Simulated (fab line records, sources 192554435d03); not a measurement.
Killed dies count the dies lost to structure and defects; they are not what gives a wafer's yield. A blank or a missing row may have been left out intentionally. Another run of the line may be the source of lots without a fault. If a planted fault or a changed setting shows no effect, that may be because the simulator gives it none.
Chamber matching + flow n5Finfet + N5_BEOL_M10_CURE_71 on uvCure-01 has 3 sister chambers
The step cures SiCOH lowk, time 240 s. 6 wafers are shown with their chamber, then 9 later ones without.

EACH WAFER AND ITS CHAMBER
| wafer  | chamber | wafer_temp_C_max | lampPowerPct (%) |
|--------|---------|------------------|------------------|
| L086.4 | 0       | 386.5            | 52.39            |
| L086.6 | 0       | 387.0            | 52.32            |
| L088.4 | 1       | 388.2            | 52.24            |
| L088.5 | 1       | 387.8            | 52.33            |
| L092.4 | 2       | 386.9            | 52.30            |
| L092.5 | 2       | 386.6            | 52.33            |

WAFERS WITH NO CHAMBER GIVEN
| wafer  | wafer_temp_C_max | lampPowerPct (%) |
|--------|------------------|------------------|
| L093.2 | 386.1            | 52.30            |
| L093.3 | 386.1            | 52.32            |
| L093.5 | 386.6            | 52.39            |
| L096.2 | 385.9            | 52.43            |
| L096.3 | 386.5            | 52.34            |
| L096.5 | 386.4            | 52.20            |
| L094.1 | 386.3            | 52.29            |
| L094.4 | 386.3            | 52.35            |
| L094.5 | 386.5            | 52.32            |

THE CHAMBER EACH PASSED THROUGH
| wafer  | from the rows above     | in truth |
|--------|-------------------------|----------|
| L093.2 | can't be placed: 2 or 0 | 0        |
| L093.3 | can't be placed: 2 or 0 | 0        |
| L093.5 | can't be placed: 0 or 2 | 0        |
| L096.2 | can't be placed: 0 or 2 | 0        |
| L096.3 | can't be placed: 0 or 2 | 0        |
| L096.5 | can't be placed: 2 or 0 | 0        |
| L094.1 | can't be placed: 2 or 0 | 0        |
| L094.4 | can't be placed: 0 or 2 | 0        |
| L094.5 | can't be placed: 2 or 0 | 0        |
Correctly placed: 0 of 9. Can't be placed from these rows: 9 (the true chamber is among the candidates in 9). 0 placed wrongly.
How it was worked out, from the rows above alone: a wafer's distance from a chamber is the root of the sum, over the readings, of the square of ((its reading less the chamber's mean) divided by the reading's scatter). The wafer belongs to the nearest chamber; if the next one is less than 2 further off, it can't be placed. A chamber's mean is the mean of its shown wafers. The scatter: take each reading less its chamber's mean, square it, sum over the shown wafers, divide by the number of wafers less the number of chambers, and take the root.
